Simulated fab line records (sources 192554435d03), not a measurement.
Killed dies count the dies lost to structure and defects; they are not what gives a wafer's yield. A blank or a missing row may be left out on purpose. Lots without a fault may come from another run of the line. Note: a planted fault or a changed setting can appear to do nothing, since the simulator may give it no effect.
Problem report in the 8D (eight disciplines) form, filled by code ; flow n5Finfet ; the parts of the form that need people (team, actions taken, sign-off) are left out

1. THE ISSUE
Mean of oesProductAu at N5_MOL_CONTACT_COAG_VIA_ETCH_46: 0.31 a.u. across 6 wafers in 2 lots; on wafers with no fault it is 0.73 a.u. (standard deviation 0.054). That is -7.7 standard deviations from the usual mean.
The step: etches SiO2 in C4F6/O2, target depth 46 nm, overetch 9.2 nm, time 40 s.
Earliest sighting: wafer L532.3 on rieDiel-02 at day 8 09:44. The record holds 23 wafers of 8 lots with a number at this step. By rule, "out" or "out of limits" means more than 4 standard deviations away from the usual mean. Any other wafer with a number is counted as sound.

2. WHAT IT IS AND WHAT IT IS NOT
question;is;is not
which readings at this step;oesProductAu;C4F6_flow_sccm, O2_flow_sccm, chamberPressureMTorr, drypumpMotorCurrentA, rfVppV, showerheadPlenumPTorr
which lots;L532, L533;L520, L522, L530, L539, L541, L542
which wafers of those lots;all that have a number;-
read on which tools;rieDiel-02;rieDiel-01
when;from day 8 09:44;"up to then (8 sound wafers); but 9 sound wafers of L539, L541, L542 came after"

3. WHAT RULES OUT EACH SUSPECT
Counting: a tool at a process step up to the reading stays a suspect if it ran every lot that is out and no sound lot after the first of them.
- rtpAnneal-02 at N5_MOL_CONTACT_COAG_SIL_ANNEAL_21 (time 60 s): ruled out as a lasting fault. Sound lots L541 ran on it after its first lot that is out, L532 (day 8 01:25).
- rieDiel-02 at N5_MOL_CONTACT_COAG_ETCH_91 (etches SOC in N2/H2, target depth 60 nm, overetch 21 nm, time 101.2 s): ruled out as a lasting fault. Sound lots L539, L541, L542 ran on it after its first lot that is out, L532 (day 8 09:37).
- rieDiel-02 at N5_MOL_CONTACT_COAG_VIA_ETCH_46 (etches SiO2 in C4F6/O2, target depth 46 nm, overetch 9.2 nm, time 40 s): ruled out as a lasting fault. Sound lots L539, L541, L542 ran on it after its first lot that is out, L532 (day 8 09:44).
Left after counting: nothing in the record.

4. THE CAUSE (what the simulator had put in)
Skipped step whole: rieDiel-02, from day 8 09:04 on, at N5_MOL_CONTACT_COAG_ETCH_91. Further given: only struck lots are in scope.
Counting ruled it out, wrongly.

5. THE CHAIN OF EFFECTS, in route order
Each row: a reading whose mean over the struck wafers that have a number lies more than 3 standard deviations from the usual. Readings are gone through only where the record gives a usual standard deviation; hours: the median, over the lots, of the time from a lot's start at the first step in this table giving one to that lot's start at this step; sigmas: the change measured in usual standard deviations.
hours;step;reading;usual;on struck wafers;change;sigmas
0;N5_MOL_CONTACT_COAG_VIA_ETCH_46;oesProductAu;0.73 a.u.;0.31;-0.42;-7.7
174;N5_PASSIVATION_PROBE_49;defectLimitedYield;91.5 %;0.0;-91.5;-57
174;N5_PASSIVATION_PROBE_49;killedAtContacts;13;1104;+1090;+99 or more
174;N5_PASSIVATION_PROBE_49;killedDies;101;1180;+1079;+57
174;N5_PASSIVATION_PROBE_49;killedOnRim;13;152;+139;+35
174;N5_PASSIVATION_PROBE_49;sort_bin_5_function;5.0 %;97.0;+92.0;+92
174;N5_PASSIVATION_PROBE_49;sortNPass;1079;0;-1079;-57
174;N5_PASSIVATION_PROBE_49;sortYieldPct;91.5 %;0.0;-91.5;-57
Process steps it contains:
- N5_MOL_CONTACT_COAG_VIA_ETCH_46: etches SiO2 in C4F6/O2, target depth 46 nm, overetch 9.2 nm, time 40 s.
- N5_PASSIVATION_PROBE_49
Readings that are blank on the struck wafers while sound wafers have them: biasW at N5_MOL_CONTACT_COAG_ETCH_91; chamberPressureMTorr at N5_MOL_CONTACT_COAG_ETCH_91; drypumpMotorCurrentA at N5_MOL_CONTACT_COAG_ETCH_91; oesProductAu at N5_MOL_CONTACT_COAG_ETCH_91; rfVppV at N5_MOL_CONTACT_COAG_ETCH_91; showerheadPlenumPTorr at N5_MOL_CONTACT_COAG_ETCH_91; throttleValvePct at N5_MOL_CONTACT_COAG_ETCH_91; cdNm at N5_MOL_CONTACT_COAG_CD_MEAS_137.

6. HOW IT WOULD HAVE BEEN CAUGHT EARLIER
In this record the first reading out of limits was taken at day 8 09:44, 1 hour after the fault began at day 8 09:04.
At N5_MOL_CONTACT_COAG_ETCH_91 the tool's readings are blank on the struck wafers, where sound wafers have them: an empty tool record is the first sign, and it was there at once.
